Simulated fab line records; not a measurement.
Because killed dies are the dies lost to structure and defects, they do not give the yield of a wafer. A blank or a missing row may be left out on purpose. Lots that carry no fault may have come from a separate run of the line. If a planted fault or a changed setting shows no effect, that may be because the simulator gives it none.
fab line records ; flow n5_finfet ; part 1 of 2: steps 1 to 17 of 26
record lots=5; wafers=15; last_day=19
route steps=1938 shown MOL_CONTACT_COAG@570
lots untouched by any fault: they come from a run of this same line in which no faults occurred
start_h: the number of hours between the record's first day and the start of the first shown wafer of the lot ; wait_h: time in hours since the lot's previous step ; " identical to the entry in the row above ; L1.1+2: one row covering several wafers at once ; - no value, or no start given ; * or withheld: withheld ; < > ~ a bound
route shown NAME@n: NAME is a module with steps in the file, n the number in the route of the first one ; usual: the fault-free wafers' mean and standard deviation ; same: alike in all rows ; chamber/n: place in a boat ; sites: each site's reading ; _std_site: the standard deviation of these ; _edge_site: outer sites' mean less inner sites' ; radius_mm: for every site, how far away it sits from the centre of the wafer ; mask NAME#n: copy n ; behind: the most recent tool/chamber to have shaped the wafer ; hold: why the lot went on hold/how many hours it stayed there/how the hold came to an end ; device: the transistor (n, p or np) that didn't switch ; end of line: at the end of the route, the tests of the same wafers ; where a step has no rows: the recipe by itself ; killed: dies that structure and defects cost at the first sort, which is not the same as the wafer's yield ; map: per-die view of a wafer (x killed, . not killed, _ where there is no die)
set.NAME: setting as actually run; set.NAME@STEP: the setting as run at that earlier step ; model.NAME: the simulator's own value behind a step, which no gauge read
lots at some steps of the route; a table a step, a row a wafer
services: the hour from which a tool's chamber was out of use, counted from the record's first day as start_h (under 0 if before that day), plus the number of hours and why
## steps
# step N5_MOL_CONTACT_COAG_EXPOSE_81
# recipe mask_id=VG; na=0.33; source_shape=annular; sigma_inner=0.3; sigma_outer=0.7; polarization=unpolarized; defocus_nm=0; dose_mj=59.5
lot.wafer;tool;chamber;start_h;wait_h;mask
L077.1+2+4;euv_scanner-01;0;119.53;-;VG#0
L079.1+5+6;euv_scanner-02;0;133.47;-;VG#0
L082.1+3+4;euv_scanner-01;0;150.22;-;VG#0
L085.4+5+6;euv_scanner-02;0;162.70;-;VG#0
L093.2+3+4;euv_scanner-01;0;210.53;-;VG#0
# step N5_MOL_CONTACT_COAG_PEB_82
# recipe peb_temp_c=100; peb_time_s=60; resist=CAR-EUV
# usual plate_temp_C=100.01/0.12
lot.wafer;tool;chamber;start_h;wait_h;plate_temp_C
L077.1;litho_track-02;0;119.61;0.1;100.15
L077.2;litho_track-02;0;119.61;0.1;100.39
L077.4;litho_track-02;0;119.61;0.1;100.04
L079.1;litho_track-02;0;133.55;0.1;100.24
L079.5;litho_track-02;0;133.55;0.1;100.15
L079.6;litho_track-02;0;133.55;0.1;100.11
L082.1;litho_track-04;0;150.30;0.1;99.86
L082.3;litho_track-04;0;150.30;0.1;99.84
L082.4;litho_track-04;0;150.30;0.1;99.99
L085.4;litho_track-01;0;162.76;0.0;99.94
L085.5;litho_track-01;0;162.76;0.0;99.97
L085.6;litho_track-01;0;162.76;0.0;100.02
L093.2;litho_track-02;0;210.59;0.1;99.98
L093.3;litho_track-02;0;210.59;0.1;99.92
L093.4;litho_track-02;0;210.59;0.1;100.02
# step N5_MOL_CONTACT_COAG_DEVELOP_83
# recipe develop_time_s=30; developer=TMAH; resist=CAR-EUV; rinse_liquid=surfactant_rinse; dry=air_spin; dev_temp_c=23
# usual developer_temp_C=23.00/0.11
lot.wafer;tool;chamber;start_h;wait_h;developer_temp_C
L077.1;litho_track-02;0;-;-;23.02
L077.2;litho_track-02;0;-;-;23.04
L077.4;litho_track-02;0;-;-;23.00
L079.1;litho_track-02;0;-;-;22.90
L079.5;litho_track-02;0;-;-;22.96
L079.6;litho_track-02;0;-;-;23.15
L082.1;litho_track-04;0;-;-;22.96
L082.3;litho_track-04;0;-;-;22.86
L082.4;litho_track-04;0;-;-;23.01
L085.4;litho_track-01;0;-;-;22.97
L085.5;litho_track-01;0;-;-;23.13
L085.6;litho_track-01;0;-;-;22.98
L093.2;litho_track-02;0;-;-;23.07
L093.3;litho_track-02;0;-;-;22.97
L093.4;litho_track-02;0;-;-;23.08
# step N5_MOL_CONTACT_COAG_CD_MEAS_84
# recipe target_cd_nm=25.1; landing_energy_ev=500; detector=se_inlens; polarity=opening
# usual cd_nm=25.0/0.31
# same landing_energy_ev=500
lot.wafer;tool;chamber;start_h;wait_h;cd_nm
L077.1;cd_sem-02;0;119.67;-;24.7
L077.2;cd_sem-02;0;119.67;-;24.5
L077.4;cd_sem-02;0;119.67;-;25.2
L079.1;cd_sem-02;0;133.61;-;24.6
L079.5;cd_sem-02;0;133.61;-;25.0
L079.6;cd_sem-02;0;133.61;-;24.8
L082.1;cd_sem-03;0;150.37;-;25.3
L082.3;cd_sem-03;0;150.37;-;25.3
L082.4;cd_sem-03;0;150.37;-;24.7
L085.4;cd_sem-01;0;162.82;-;25.0
L085.5;cd_sem-01;0;162.82;-;24.9
L085.6;cd_sem-01;0;162.82;-;25.2
L093.2;cd_sem-01;0;210.66;-;24.6
L093.3;cd_sem-01;0;210.66;-;25.8
L093.4;cd_sem-01;0;210.66;-;24.9
# step N5_MOL_CONTACT_COAG_OVL_MEAS_85
# recipe points_per_wafer=522
# usual VG_OVL=-0.5/0.7
lot.wafer;tool;chamber;start_h;wait_h;VG_OVL[nm]
L077.1;overlay-02;0;119.70;0.0;-0.4
L077.2;overlay-02;0;119.70;0.0;-0.3
L077.4;overlay-02;0;119.70;0.0;-0.1
L079.1;overlay-01;0;133.64;0.0;-2.3
L079.5;overlay-01;0;133.64;0.0;-2.3
L079.6;overlay-01;0;133.64;0.0;-1.4
L082.1;overlay-01;0;150.40;0.0;0.1
L082.3;overlay-01;0;150.40;0.0;0.3
L082.4;overlay-01;0;150.40;0.0;0.0
L085.4;overlay-01;0;162.87;0.0;-0.1
L085.5;overlay-01;0;162.87;0.0;-1.4
L085.6;overlay-01;0;162.87;0.0;-0.2
L093.2;overlay-01;0;210.70;0.0;-0.4
L093.3;overlay-01;0;210.70;0.0;0.6
L093.4;overlay-01;0;210.70;0.0;0.7
# step N5_MOL_CONTACT_COAG_INSPECT_57
# recipe mode=adi; inspect_instrument=brightfield
# usual raw_defect_count=191/52
lot.wafer;tool;chamber;start_h;wait_h;raw_defect_count
L077.1;defect_inspect-02;-;119.76;0.1;192
L077.2;defect_inspect-02;-;119.76;0.1;236
L077.4;defect_inspect-02;-;119.76;0.1;216
L079.1;defect_inspect-01;-;133.70;0.1;168
L079.5;defect_inspect-01;-;133.70;0.1;136
L079.6;defect_inspect-01;-;133.70;0.1;130
L082.1;defect_inspect-02;-;150.46;0.1;285
L082.3;defect_inspect-02;-;150.46;0.1;371
L082.4;defect_inspect-02;-;150.46;0.1;317
L085.4;defect_inspect-01;-;162.91;0.0;187
L085.5;defect_inspect-01;-;162.91;0.0;207
L085.6;defect_inspect-01;-;162.91;0.0;191
L093.2;defect_inspect-02;-;210.75;0.0;160
L093.3;defect_inspect-02;-;210.75;0.0;145
L093.4;defect_inspect-02;-;210.75;0.0;195
# step N5_MOL_CONTACT_COAG_DESCUM_88
# recipe chemistry=O2; time_s=7; source_power_w=50; bias_power_w=20; pressure_mtorr=20; rf_frequency_hz=2.712e+07; temp_c=40; resist=CAR-EUV; o2_flow_sccm=225
# usual drypump_motor_current_A=5.6/0.52; oes_product_au=0.78/0.083; rf_vpp_V=243.1/1.2; showerhead_plenum_p_Torr=2.08/0.055; throttle_valve_pct=20.19/0.2
# same time_s=7
lot.wafer;tool;chamber;start_h;wait_h;drypump_motor_current_A;oes_product_au;rf_hours_counter_h;rf_vpp_V;showerhead_plenum_p_Torr;throttle_valve_pct
L077.1;rie_diel-01;2;119.80;0.0;5.2;0.69;215;241.9;2.00;20.34
L077.2;rie_diel-01;1;119.80;0.0;5.0;0.75;144;244.5;2.20;20.39
L077.4;rie_diel-01;3;119.80;0.0;5.6;0.87;42;242.0;2.05;20.00
L079.1;rie_diel-01;0;133.74;0.0;5.5;0.74;179;243.6;2.09;20.50
L079.5;rie_diel-01;3;133.74;0.0;5.6;0.87;-;241.4;2.05;20.00
L079.6;rie_diel-01;0;133.74;0.0;5.5;0.73;-;243.0;2.10;20.50
L082.1;rie_diel-05;0;150.49;0.0;5.3;0.81;93;243.3;2.10;20.21
L082.3;rie_diel-05;1;150.49;0.0;6.4;0.89;25;243.4;2.04;19.92
L082.4;rie_diel-05;2;150.49;0.0;5.4;0.77;127;243.5;2.09;19.96
L085.4;rie_diel-01;1;162.94;0.0;5.0;0.75;153;245.7;2.19;20.39
L085.5;rie_diel-01;3;162.94;0.0;5.6;0.86;-;242.4;2.04;20.02
L085.6;rie_diel-01;0;162.94;0.0;5.5;0.73;-;242.1;2.09;20.50
L093.2;rie_diel-04;0;210.78;0.0;5.7;0.67;234;243.4;2.06;20.25
L093.3;rie_diel-04;2;210.78;0.0;4.9;0.73;150;243.7;2.07;19.91
L093.4;rie_diel-04;0;210.78;0.0;5.7;0.66;-;243.6;2.06;20.27
# step N5_MOL_CONTACT_COAG_ETCH_89
# recipe chemistry=N2/H2; target=underlayer; target_depth_a=130; mask_material=CAR-EUV; time_s=10.4; ion_energy_ev=200; pressure_mtorr=30; source_w=840; bias_w=150; n2_flow_sccm=200; h2_flow_sccm=200; ends=cleared
# usual drypump_motor_current_A=5.6/0.52; etch_rf_on_time_s=10.52/0.3; oes_product_au=0.67/0.066; rf_vpp_V=523.7/2.1; showerhead_plenum_p_Torr=2.54/0.078; throttle_valve_pct=17.66/0.22
lot.wafer;tool;chamber;start_h;wait_h;drypump_motor_current_A;etch_rf_on_time_s;oes_product_au;rf_hours_counter_h;rf_vpp_V;showerhead_plenum_p_Torr;throttle_valve_pct
L077.1;rie_diel-01;2;119.83;0.0;5.2;10.22;0.61;215;520.2;2.40;17.56
L077.2;rie_diel-01;1;119.83;0.0;5.1;10.42;0.65;144;527.4;2.70;18.06
L077.4;rie_diel-01;3;119.83;0.0;5.6;10.27;0.75;42;522.6;2.50;17.48
L079.1;rie_diel-01;0;133.77;0.0;5.5;10.44;0.62;179;525.3;2.54;17.86
L079.5;rie_diel-01;3;133.77;0.0;5.7;10.30;0.74;-;521.5;2.50;17.47
L079.6;rie_diel-01;0;133.77;0.0;5.5;10.45;0.62;-;523.2;2.54;17.88
L082.1;rie_diel-05;0;150.52;0.0;5.3;10.58;0.68;93;525.6;2.56;17.59
L082.3;rie_diel-05;1;150.52;0.0;6.4;10.75;0.75;25;522.3;2.49;17.43
L082.4;rie_diel-05;2;150.52;0.0;5.4;10.13;0.67;127;524.2;2.54;17.43
L085.4;rie_diel-01;1;162.98;0.0;5.1;10.45;0.64;153;524.5;2.70;18.07
L085.5;rie_diel-01;3;162.98;0.0;5.6;10.44;0.73;-;523.0;2.50;17.50
L085.6;rie_diel-01;0;162.98;0.0;5.5;10.62;0.61;-;522.4;2.53;17.87
L093.2;rie_diel-04;0;210.82;0.0;5.8;10.53;0.58;234;522.9;2.48;17.59
L093.3;rie_diel-04;2;210.82;0.0;4.9;11.14;0.61;150;524.6;2.55;17.48
L093.4;rie_diel-04;0;210.82;0.0;5.8;10.39;0.58;-;522.8;2.48;17.58
# step N5_MOL_CONTACT_COAG_ETCH_90
# recipe chemistry=CF4; target=SiARC; target_depth_a=130; mask_material=CAR-EUV; time_s=21.7; ion_energy_ev=80; pressure_mtorr=40; source_w=545; bias_w=36; Ar_flow_sccm=100; cf4_flow_sccm=100; ends=cleared
# usual drypump_motor_current_A=5.6/0.52; etch_rf_on_time_s=22.0/0.57; oes_product_au=0.67/0.067; rf_vpp_V=184.1/1; showerhead_plenum_p_Torr=2.14/0.048; throttle_valve_pct=15.45/0.16
lot.wafer;tool;chamber;start_h;wait_h;drypump_motor_current_A;etch_rf_on_time_s;oes_product_au;rf_hours_counter_h;rf_vpp_V;showerhead_plenum_p_Torr;throttle_valve_pct
L077.1;rie_diel-01;2;119.85;0.0;5.2;21.3;0.61;216;182.5;2.05;15.53
L077.2;rie_diel-01;1;119.85;0.0;5.1;21.9;0.64;144;186.0;2.22;15.47
L077.4;rie_diel-01;3;119.85;0.0;5.6;21.2;0.76;42;183.7;2.10;15.23
L079.1;rie_diel-01;0;133.79;0.0;5.5;21.7;0.62;179;183.8;2.14;15.69
L079.5;rie_diel-01;3;133.79;0.0;5.6;21.0;0.75;-;183.1;2.10;15.22
L079.6;rie_diel-01;0;133.79;0.0;5.5;21.8;0.61;-;185.2;2.14;15.67
L082.1;rie_diel-05;0;150.54;0.0;5.3;22.4;0.68;93;183.7;2.17;15.51
L082.3;rie_diel-05;1;150.54;0.0;6.4;22.3;0.75;25;183.5;2.11;15.25
L082.4;rie_diel-05;2;150.54;0.0;5.4;21.4;0.67;127;184.3;2.16;15.33
L085.4;rie_diel-01;1;163.00;0.0;5.1;22.1;0.63;153;185.7;2.22;15.48
L085.5;rie_diel-01;3;163.00;0.0;5.6;21.7;0.74;-;184.5;2.10;15.24
L085.6;rie_diel-01;0;163.00;0.0;5.5;22.3;0.61;-;183.6;2.14;15.70
L093.2;rie_diel-04;0;210.84;0.0;5.8;22.1;0.58;234;184.0;2.12;15.64
L093.3;rie_diel-04;2;210.84;0.0;4.9;23.3;0.62;150;183.3;2.14;15.24
L093.4;rie_diel-04;0;210.84;0.0;5.7;22.2;0.58;-;185.7;2.12;15.65
# step N5_MOL_CONTACT_COAG_ALD_131
# recipe material=SiO2; target_thk_a=50; temp_c=100; ald_precursor_family=BDEAS; ald_co_reactant=O2-plasma; pulse_time_s=1; co_reactant_pulse_time_s=1; purge_time_s=2; co_reactant_purge_time_s=2; ald_cycles=35; pressure_torr=2
# usual heater_power_w=76/8.7; precursor_pulse_height_rel=0.999/0.02
lot.wafer;tool;chamber;start_h;wait_h;heater_power_w;precursor_pulse_height_rel
L077.1;ald_sin-04;0;120.31;0.4;77;1.013
L077.2;ald_sin-04;1;120.31;0.4;68;0.975
L077.4;ald_sin-04;3;120.31;0.4;69;1.035
L079.1;ald_sin-04;2;133.87;0.1;77;0.991
L079.5;ald_sin-04;1;133.87;0.1;66;1.005
L079.6;ald_sin-04;0;133.87;0.1;76;0.995
L082.1;ald_sin-01;1;150.62;0.1;92;0.993
L082.3;ald_sin-01;3;150.62;0.1;72;0.977
L082.4;ald_sin-01;2;150.62;0.1;72;0.980
L085.4;ald_sin-01;0;163.34;0.3;79;0.949
L085.5;ald_sin-01;3;163.34;0.3;71;0.999
L085.6;ald_sin-01;2;163.34;0.3;70;1.010
L093.2;ald_sin-01;2;210.92;0.1;72;1.015
L093.3;ald_sin-01;1;210.92;0.1;92;0.983
L093.4;ald_sin-01;1;210.92;0.1;92;0.996
# step N5_MOL_CONTACT_COAG_ETCHBACK_132
# recipe chemistry=CHF3; target=SiO2; target_depth_a=100; time_s=6.7; ion_energy_ev=200; pressure_mtorr=30; source_w=610; bias_w=170; Ar_flow_sccm=200; CHF3_flow_sccm=50
# usual drypump_motor_current_A=5.6/0.53; oes_product_au=0.77/0.077; rf_vpp_V=526/16; showerhead_plenum_p_Torr=2.39/0.057; throttle_valve_pct=18.57/0.18
# same time_s=6.7
lot.wafer;tool;chamber;start_h;wait_h;drypump_motor_current_A;oes_product_au;rf_hours_counter_h;rf_vpp_V;showerhead_plenum_p_Torr;throttle_valve_pct
L077.1;rie_diel-05;0;120.49;0.1;5.2;0.81;85;528;2.41;18.58
L077.2;rie_diel-05;2;120.49;0.1;5.3;0.78;119;533;2.42;18.46
L077.4;rie_diel-05;1;120.49;0.1;6.4;0.90;-;505;2.35;18.38
L079.1;rie_diel-05;0;134.05;0.1;5.2;0.79;88;527;2.41;18.59
L079.5;rie_diel-05;1;134.05;0.1;6.4;0.89;-;505;2.35;18.39
L079.6;rie_diel-05;2;134.05;0.1;5.4;0.77;-;534;2.41;18.46
L082.1;rie_diel-04;1;150.82;0.1;6.3;0.91;24;547;2.44;18.80
L082.3;rie_diel-04;3;150.82;0.1;6.6;0.72;200;497;2.44;18.44
L082.4;rie_diel-04;2;150.82;0.1;4.9;0.75;132;541;2.39;18.33
L085.4;rie_diel-01;2;163.52;0.1;5.2;0.71;224;526;2.28;18.65
L085.5;rie_diel-01;2;163.52;0.1;5.2;0.71;-;524;2.28;18.65
L085.6;rie_diel-01;1;163.52;0.1;5.1;0.75;-;531;2.48;18.69
L093.2;rie_diel-05;3;211.10;0.1;5.2;0.92;24;542;2.33;18.43
L093.3;rie_diel-05;2;211.10;0.1;5.4;0.76;145;534;2.41;18.49
L093.4;rie_diel-05;0;211.10;0.1;5.2;0.78;108;527;2.40;18.61
# step N5_MOL_CONTACT_COAG_ETCH_91
# recipe chemistry=N2/H2; target=SOC; target_depth_a=600; overetch_a=210; mask_material=SiARC; temp_c=40; time_s=101.2; ion_energy_ev=200; pressure_mtorr=30; source_w=840; bias_w=150; n2_flow_sccm=200; h2_flow_sccm=200
# usual drypump_motor_current_A=5.6/0.53; oes_product_au=0.65/0.064; rf_vpp_V=523.8/2; showerhead_plenum_p_Torr=2.54/0.077; throttle_valve_pct=17.63/0.21
# same time_s=101.2
lot.wafer;tool;chamber;start_h;wait_h;drypump_motor_current_A;oes_product_au;rf_hours_counter_h;rf_vpp_V;showerhead_plenum_p_Torr;throttle_valve_pct
L077.1;rie_diel-05;0;120.53;0.0;5.3;0.69;85;524.7;2.56;17.54
L077.2;rie_diel-05;2;120.53;0.0;5.4;0.66;119;525.1;2.54;17.38
L077.4;rie_diel-05;1;120.53;0.0;6.4;0.77;-;522.3;2.50;17.39
L079.1;rie_diel-05;0;134.08;0.0;5.2;0.68;88;524.6;2.56;17.55
L079.5;rie_diel-05;1;134.08;0.0;6.4;0.75;-;522.8;2.50;17.40
L079.6;rie_diel-05;2;134.08;0.0;5.4;0.65;-;524.6;2.54;17.39
L082.1;rie_diel-04;1;150.85;0.0;6.4;0.75;24;524.5;2.61;17.91
L082.3;rie_diel-04;3;150.85;0.0;6.6;0.61;200;524.4;2.61;17.54
L082.4;rie_diel-04;2;150.85;0.0;4.9;0.65;132;524.4;2.56;17.44
L085.4;rie_diel-01;2;163.55;0.0;5.2;0.59;224;519.9;2.40;17.52
L085.5;rie_diel-01;2;163.55;0.0;5.3;0.58;-;520.1;2.40;17.52
L085.6;rie_diel-01;1;163.55;0.0;5.1;0.62;-;526.9;2.70;18.03
L093.2;rie_diel-05;3;211.13;0.0;5.2;0.77;24;521.1;2.49;17.58
L093.3;rie_diel-05;2;211.13;0.0;5.4;0.64;145;523.8;2.53;17.41
L093.4;rie_diel-05;0;211.13;0.0;5.2;0.66;108;525.6;2.56;17.58
# step N5_MOL_CONTACT_COAG_STRIP_92
# recipe chemistry=N2/H2; temp_c=40; n2_flow_sccm=200; h2_flow_sccm=200; rf_frequency_hz=6e+07
lot.wafer;tool;chamber;start_h;wait_h
L077.1+2+4;rie_diel-05;0,2,1;120.60;0.0
L079.1+5+6;rie_diel-05;0,1,2;134.15;0.0
L082.1+3+4;rie_diel-04;1,3,2;150.92;0.0
L085.4+5+6;rie_diel-01;2,2,1;163.62;0.0
L093.2+3+4;rie_diel-05;3,2,0;211.20;0.0
# step N5_MOL_CONTACT_COAG_STRIP_93
# recipe chemistry=N2/H2; temp_c=40; n2_flow_sccm=200; h2_flow_sccm=200; rf_frequency_hz=6e+07
lot.wafer;tool;chamber;start_h;wait_h
L077.1+2+4;rie_diel-05;0,2,1;120.61;0.0
L079.1+5+6;rie_diel-05;0,1,2;134.16;0.0
L082.1+3+4;rie_diel-04;1,3,2;150.93;0.0
L085.4+5+6;rie_diel-01;2,2,1;163.63;0.0
L093.2+3+4;rie_diel-05;3,2,0;211.21;0.0
# step N5_MOL_CONTACT_COAG_ETCHBACK_135
# recipe chemistry=CHF3; target=SiO2; target_depth_a=250; time_s=16.7; ion_energy_ev=200; pressure_mtorr=30; source_w=610; bias_w=170; Ar_flow_sccm=200; CHF3_flow_sccm=50
# usual drypump_motor_current_A=5.6/0.53; oes_product_au=0.77/0.078; rf_vpp_V=526/16; showerhead_plenum_p_Torr=2.39/0.057; throttle_valve_pct=18.57/0.18
# same time_s=16.7
lot.wafer;tool;chamber;start_h;wait_h;drypump_motor_current_A;oes_product_au;rf_hours_counter_h;rf_vpp_V;showerhead_plenum_p_Torr;throttle_valve_pct
L077.1;rie_diel-05;0;120.62;0.0;5.3;0.81;85;526;2.41;18.58
L077.2;rie_diel-05;2;120.62;0.0;5.4;0.78;119;532;2.42;18.44
L077.4;rie_diel-05;1;120.62;0.0;6.4;0.88;-;506;2.35;18.37
L079.1;rie_diel-05;0;134.17;0.0;5.3;0.80;88;527;2.41;18.59
L079.5;rie_diel-05;1;134.17;0.0;6.4;0.90;-;505;2.35;18.37
L079.6;rie_diel-05;2;134.17;0.0;5.4;0.78;-;534;2.41;18.47
L082.1;rie_diel-04;1;150.94;0.0;6.4;0.91;24;547;2.44;18.80
L082.3;rie_diel-04;3;150.94;0.0;6.5;0.72;200;497;2.44;18.46
L082.4;rie_diel-04;2;150.94;0.0;4.9;0.74;133;542;2.39;18.33
L085.4;rie_diel-01;2;163.64;0.0;5.2;0.70;225;525;2.28;18.66
L085.5;rie_diel-01;2;163.64;0.0;5.2;0.69;-;526;2.28;18.66
L085.6;rie_diel-01;1;163.64;0.0;5.0;0.75;-;532;2.48;18.65
L093.2;rie_diel-05;3;211.22;0.0;5.3;0.92;24;541;2.33;18.45
L093.3;rie_diel-05;2;211.22;0.0;5.3;0.77;145;535;2.41;18.49
L093.4;rie_diel-05;0;211.22;0.0;5.2;0.78;108;528;2.40;18.61
# step N5_MOL_CONTACT_COAG_STRIP_118
# recipe chemistry=CHF3; resist=SiARC; rf_frequency_hz=6e+07
lot.wafer;tool;chamber;start_h;wait_h
L077.1+2+4;rie_diel-05;0,2,1;120.64;0.0
L079.1+5+6;rie_diel-05;0,1,2;134.20;0.0
L082.1+3+4;rie_diel-04;1,3,2;150.96;0.0
L085.4+5+6;rie_diel-01;2,2,1;163.66;0.0
L093.2+3+4;rie_diel-05;3,2,0;211.24;0.0
# step N5_MOL_CONTACT_COAG_VIA_ETCH_46
# recipe chemistry=C4F6/O2; target_depth_a=460; overetch_a=92; mask_material=SOC; target=SiO2; bias_w=455; pressure_mtorr=10; time_s=40; source_w=325; Ar_flow_sccm=300; C4F6_flow_sccm=10; O2_flow_sccm=10; ion_energy_ev=575.3; ends=end_point
# usual drypump_motor_current_A=5.6/0.53; oes_o_777_au=0.77/0.081; oes_product_au=0.69/0.068; rf_vpp_V=1592/45; showerhead_plenum_p_Torr=2.85/0.068; throttle_valve_pct=40.6/0.4
lot.wafer;tool;chamber;start_h;wait_h;drypump_motor_current_A;oes_o_777_au;oes_product_au;rf_hours_counter_h;rf_vpp_V;showerhead_plenum_p_Torr;throttle_valve_pct
L077.1;rie_diel-05;0;120.65;0.0;5.2;0.78;0.72;85;1594;2.87;40.7
L077.2;rie_diel-05;2;120.65;0.0;5.4;0.78;0.68;119;1615;2.89;40.9
L077.4;rie_diel-05;1;120.65;0.0;6.4;0.86;0.81;-;1536;2.81;40.8
L079.1;rie_diel-05;0;134.21;0.0;5.3;0.78;0.71;88;1593;2.87;40.7
L079.5;rie_diel-05;1;134.21;0.0;6.4;0.86;0.80;-;1536;2.80;40.8
L079.6;rie_diel-05;2;134.21;0.0;5.4;0.77;0.71;-;1615;2.88;40.9
L082.1;rie_diel-04;1;150.97;0.0;6.4;0.85;0.80;24;1648;2.91;41.1
L082.3;rie_diel-04;3;150.97;0.0;6.5;0.76;0.65;200;1511;2.91;39.8
L082.4;rie_diel-04;2;150.97;0.0;4.9;0.68;0.70;133;1641;2.86;40.8
L085.4;rie_diel-01;2;163.67;0.0;5.2;0.74;0.64;225;1587;2.72;40.9
L085.5;rie_diel-01;2;163.67;0.0;5.3;0.73;0.64;-;1588;2.72;40.9
L085.6;rie_diel-01;1;163.67;0.0;5.1;0.76;0.66;-;1610;2.96;40.8
L093.2;rie_diel-05;3;211.25;0.0;5.2;0.90;0.83;24;1636;2.79;40.5
L093.3;rie_diel-05;2;211.25;0.0;5.4;0.75;0.68;145;1614;2.88;40.9
L093.4;rie_diel-05;0;211.25;0.0;5.2;0.76;0.70;108;1593;2.86;40.7
